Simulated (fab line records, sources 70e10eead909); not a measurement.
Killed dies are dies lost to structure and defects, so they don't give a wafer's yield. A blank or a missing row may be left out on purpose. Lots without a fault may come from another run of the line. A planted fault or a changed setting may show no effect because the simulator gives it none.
Chamber matching | flow nand_harc | NHARC_A_CHANNEL_FILL_D1_STRIP_28 on rie_diel-04: 4 sister chambers
The step strips in O2, time 20 s. 20 wafers are shown with their chamber, then 10 later ones without.

WAFERS WITH THEIR CHAMBER
wafer  | chamber | showerhead_plenum_p_Torr (Torr) | drypump_motor_current_A (A) | oes_product_au (a.u.)
L077.1 | 3       | 3.74                            | 5.9                         | 1.004
L077.2 | 2       | 3.51                            | 6.2                         | 0.997
L077.4 | 0       | 3.31                            | 6.2                         | 1.001
L080.3 | 1       | 3.52                            | 5.7                         | 0.999
L080.4 | 0       | 3.31                            | 6.3                         | 1.003
L080.5 | 1       | 3.52                            | 5.6                         | 1.000
L079.1 | 3       | 3.74                            | 5.8                         | 0.993
L079.5 | 1       | 3.52                            | 5.7                         | 0.989
L079.6 | 0       | 3.31                            | 6.2                         | 0.998
L083.1 | 3       | 3.74                            | 5.8                         | 1.005
L083.3 | 2       | 3.50                            | 6.2                         | 1.008
L083.5 | 2       | 3.50                            | 6.2                         | 1.001
L084.1 | 0       | 3.31                            | 6.2                         | 1.005
L084.3 | 2       | 3.50                            | 6.2                         | 1.006
L084.6 | 1       | 3.52                            | 5.7                         | 0.998
L085.3 | 0       | 3.31                            | 6.2                         | 1.000
L085.4 | 3       | 3.74                            | 5.8                         | 1.008
L085.5 | 1       | 3.52                            | 5.7                         | 0.994
L087.2 | 0       | 3.31                            | 6.3                         | 0.990
L087.5 | 3       | 3.74                            | 5.8                         | 1.001

SIGNATURES (means of the wafers above)
reading                  | chamber 0 | chamber 1 | chamber 2 | chamber 3 | scatter within a chamber
showerhead_plenum_p_Torr | 3.3100    | 3.5200    | 3.5025    | 3.7400    | 0.00217
drypump_motor_current_A  | 6.233     | 5.680     | 6.200     | 5.820     | 0.0428
oes_product_au           | 0.99950   | 0.99600   | 1.00300   | 1.00220   | 0.00515
Rule: a wafer's distance from a chamber is the root of the sum, over the readings, of the square of ((its reading less the chamber's mean) divided by the reading's scatter). The wafer belongs to the nearest chamber; if the next one is less than 2 further off, it can't be placed. The scatter: the root of (the sum of the squares of (reading less its chamber's mean) over the shown wafers, divided by (wafers less chambers)).

WAFERS WITHOUT THEIR CHAMBER
wafer  | showerhead_plenum_p_Torr (Torr) | drypump_motor_current_A (A) | oes_product_au (a.u.)
L087.6 | 3.31                            | 6.3                         | 0.993
L090.1 | 3.50                            | 6.2                         | 1.000
L090.2 | 3.31                            | 6.2                         | 1.003
L090.6 | 3.31                            | 6.2                         | 0.998
L091.1 | 3.74                            | 5.8                         | 1.004
L091.2 | 3.52                            | 5.7                         | 1.011
L091.5 | 3.74                            | 5.8                         | 1.000
L095.1 | 3.31                            | 6.2                         | 0.989
L095.4 | 3.31                            | 6.2                         | 0.991
L095.5 | 3.50                            | 6.2                         | 1.011

WHICH CHAMBER EACH WENT THROUGH
wafer  | from the rows above | in truth
L087.6 | 0                   | 0
L090.1 | 2                   | 2
L090.2 | 0                   | 0
L090.6 | 0                   | 0
L091.1 | 3                   | 3
L091.2 | 1                   | 1
L091.5 | 3                   | 3
L095.1 | 0                   | 0
L095.4 | 0                   | 0
L095.5 | 2                   | 2
Placed correctly: 10 of 10. Can't be placed from these rows: 0. Placed wrongly: 0.
